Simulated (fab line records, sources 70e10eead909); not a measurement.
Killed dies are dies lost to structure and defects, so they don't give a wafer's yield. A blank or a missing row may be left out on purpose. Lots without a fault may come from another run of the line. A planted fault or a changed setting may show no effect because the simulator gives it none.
A struck lot beside a sound one | flow nand_harc | 14 steps out of a route of 1302
Sound: wafers L690.1, L690.2, L690.6. Struck: wafers L695.4, L695.6. (L695.2 of the same lot was not struck and is left out.) The cause comes at the end.
At each step with rows: each side's tool, then ch and its chambers, then its first start. Under that, the readings that differ: sound wafers | struck wafers | difference of the means | sigmas: that difference in standard deviations of wafers without a fault.
alike: readings whose means differ by less than 2 such deviations, and words and numbers that are the same on both sides. not compared: withheld readings, readings that some wafer has no value for, bounds like >300 that may hide the same value, and numbers for which the record gives no deviation and whose values overlap.
The two part at a step that has a row with sigmas, a row that says differs or no value, or rows on one side only. Numbers that don't overlap but have no deviation are shown without sigmas and don't part them. A reading that every wafer of one side lacks parts them only if that side has two wafers or more.

first, 1 step without rows for these wafers: NHARC_A_CHANNEL_FILL_D1_ALD_15 (deposits SiNx, target thk 2 nm, pulse time 60 s, ald cycles 19).
NHARC_A_CHANNEL_FILL_D1_ALD_16: deposits SiO2, target thk 1.5 nm, pulse time 10 s, ald cycles 15.
  sound on ald_hk-04 ch 0,2, day 9 06:59; struck on ald_hk-01 ch 2, day 11 07:29
  alike: heater_power_w, precursor_pulse_height_rel
  not compared: ald_cycles
then, 2 steps without rows for these wafers: NHARC_A_CHANNEL_FILL_D1_ANNEAL_17 (time 1800 s); NHARC_A_CHANNEL_FILL_D1_CVD_18 (deposits poly-Si, target thk 3 nm).
NHARC_A_CHANNEL_FILL_D1_ETCHBACK_19: etches the open film in HBr/Cl2, target depth 5 nm, time 1.7 s.
  sound on rie_si-02 ch 0,1,3, day 9 18:49; struck on rie_si-04 ch 0,2, day 11 20:47
  reading               | sound             | struck      | difference | sigmas
  oes_product_au (a.u.) | 1.010 1.013 1.018 | 0.987 0.977 | -0.032     | -3
  alike: drypump_motor_current_A, hbr_flow_sccm, throttle_valve_pct
  not compared: rf_hours_counter_h
NHARC_A_CHANNEL_FILL_D1_ETCHBACK_20: etches the open film in C4F8/O2/Ar, target depth 27 nm, time 13.5 s.
  sound on rie_diel-05 ch 0,3, day 9 18:56; struck on rie_diel-01 ch 1,3, day 11 20:55
  alike: oes_product_au, rf_vpp_V
  not compared: rf_hours_counter_h
NHARC_A_CHANNEL_FILL_D1_STRIP_28: strips in O2, time 20 s.
  sound on rie_diel-05 ch 0,3, day 9 19:02; struck on rie_diel-01 ch 2,3, day 11 20:59
  alike: drypump_motor_current_A, o2_flow_sccm, oes_product_au, rf_vpp_V, showerhead_plenum_p_Torr, throttle_valve_pct
  not compared: rf_hours_counter_h
then, 4 steps without rows for these wafers: NHARC_A_CHANNEL_FILL_D1_PRECLEAN_21 (cleans in dHF, time 30 s); NHARC_A_CHANNEL_FILL_D1_SRD_23; NHARC_A_CHANNEL_FILL_D1_CVD_05 (deposits poly-Si, target thk 5 nm); NHARC_A_CHANNEL_FILL_D1_ANNEAL_22 (time 7200 s).
NHARC_A_CHANNEL_FILL_D1_ALD_25: deposits SiOx, target thk 60 nm, pulse time 10 s, ald cycles 600.
  sound on ald_hk-03 ch 1,2,3, day 10 08:54; struck on ald_hk-01 ch 3, day 12 08:45
  reading    | sound       | struck  | difference | sigmas
  ald_cycles | 600 600 600 | 513 513 | -87        |
  alike: heater_power_w, precursor_pulse_height_rel
NHARC_A_CHANNEL_FILL_D1_ETCHBACK_08: etches the open film in C4F8, target depth 220 nm, time 110 s.
  sound on rie_diel-01 ch 0,1; struck on rie_diel-01 ch 1
  reading               | sound          | struck    | difference | sigmas
  oes_product_au (a.u.) | 1.00 1.01 1.01 | 0.93 0.92 | -0.08      | -2
  alike: rf_vpp_V
  not compared: rf_hours_counter_h
-- the record jumps here: 15 days lie between the struck wafers' starts before and after (it left off in module A_CHANNEL_FILL_D1 and takes up again in module END, whose first step shown is number 1302 of the route) --
NHARC_END_SORT_01:
  the record has rows for the struck wafers here (prober-01 ch 0, day 26 21:26) and none for the sound ones

WHERE THEY PART
First at NHARC_A_CHANNEL_FILL_D1_ETCHBACK_19; last, within this record, at NHARC_END_SORT_01.

WHY: what the simulator had put in
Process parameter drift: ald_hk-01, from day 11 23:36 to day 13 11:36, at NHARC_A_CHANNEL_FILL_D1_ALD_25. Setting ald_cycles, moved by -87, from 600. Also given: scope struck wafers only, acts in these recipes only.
